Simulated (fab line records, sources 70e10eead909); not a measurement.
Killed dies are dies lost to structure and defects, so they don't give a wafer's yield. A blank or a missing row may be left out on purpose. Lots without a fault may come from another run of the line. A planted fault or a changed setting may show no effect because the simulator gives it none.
Chamber matching | flow nand_harc | NHARC_P_ZERO_WELL_DESCUM_13 on rie_diel-13: 4 sister chambers
The step chemistry O2, time 3 s. 18 wafers are shown with their chamber, then 9 later ones without.

WAFERS WITH THEIR CHAMBER
wafer  | chamber | drypump_motor_current_A (A) | showerhead_plenum_p_Torr (Torr) | rf_vpp_V (V)
L078.2 | 2       | 5.7                         | 1.86                            | 58.7
L078.3 | 1       | 5.2                         | 1.93                            | 57.9
L078.5 | 2       | 5.7                         | 1.86                            | 57.0
L079.2 | 0       | 6.5                         | 1.85                            | 57.8
L079.3 | 1       | 5.2                         | 1.93                            | 58.8
L079.5 | 0       | 6.5                         | 1.85                            | 58.8
L080.1 | 3       | 5.0                         | 2.03                            | 58.5
L080.2 | 0       | 6.5                         | 1.85                            | 57.6
L080.5 | 1       | 5.2                         | 1.93                            | 58.8
L082.1 | 0       | 6.5                         | 1.85                            | 57.7
L082.4 | 2       | 5.7                         | 1.85                            | 57.2
L082.6 | 3       | 5.0                         | 2.02                            | 58.4
L087.2 | 0       | 6.4                         | 1.84                            | 55.8
L087.3 | 1       | 5.2                         | 1.92                            | 58.0
L087.4 | 2       | 5.8                         | 1.85                            | 58.2
L090.4 | 3       | 5.0                         | 2.01                            | 58.5
L090.5 | 1       | 5.2                         | 1.92                            | 57.1
L090.6 | 0       | 6.4                         | 1.84                            | 56.5

SIGNATURES (means of the wafers above)
reading                  | chamber 0 | chamber 1 | chamber 2 | chamber 3 | scatter within a chamber
drypump_motor_current_A  | 6.467     | 5.200     | 5.725     | 5.000     | 0.0386
showerhead_plenum_p_Torr | 1.8467    | 1.9260    | 1.8550    | 2.0200    | 0.00629
rf_vpp_V                 | 57.367    | 58.120    | 57.775    | 58.467    | 0.829
Rule: a wafer's distance from a chamber is the root of the sum, over the readings, of the square of ((its reading less the chamber's mean) divided by the reading's scatter). The wafer belongs to the nearest chamber; if the next one is less than 2 further off, it can't be placed. The scatter: the root of (the sum of the squares of (reading less its chamber's mean) over the shown wafers, divided by (wafers less chambers)).

WAFERS WITHOUT THEIR CHAMBER
wafer  | drypump_motor_current_A (A) | showerhead_plenum_p_Torr (Torr) | rf_vpp_V (V)
L093.1 | 6.4                         | 1.84                            | 59.4
L093.5 | 5.0                         | 2.01                            | 58.3
L093.6 | 5.7                         | 1.84                            | 57.6
L095.1 | 6.4                         | 1.83                            | 56.3
L095.4 | 5.7                         | 1.84                            | 58.1
L095.5 | 5.0                         | 2.01                            | 59.0
L097.1 | 5.2                         | 1.91                            | 57.7
L097.2 | 5.8                         | 1.84                            | 59.4
L097.6 | 5.2                         | 1.91                            | 58.7

WHICH CHAMBER EACH WENT THROUGH
wafer  | from the rows above | in truth
L093.1 | 0                   | 0
L093.5 | 3                   | 3
L093.6 | 2                   | 2
L095.1 | 0                   | 0
L095.4 | 2                   | 2
L095.5 | 3                   | 3
L097.1 | 1                   | 1
L097.2 | 2                   | 2
L097.6 | 1                   | 1
Placed correctly: 9 of 9. Can't be placed from these rows: 0. Placed wrongly: 0.
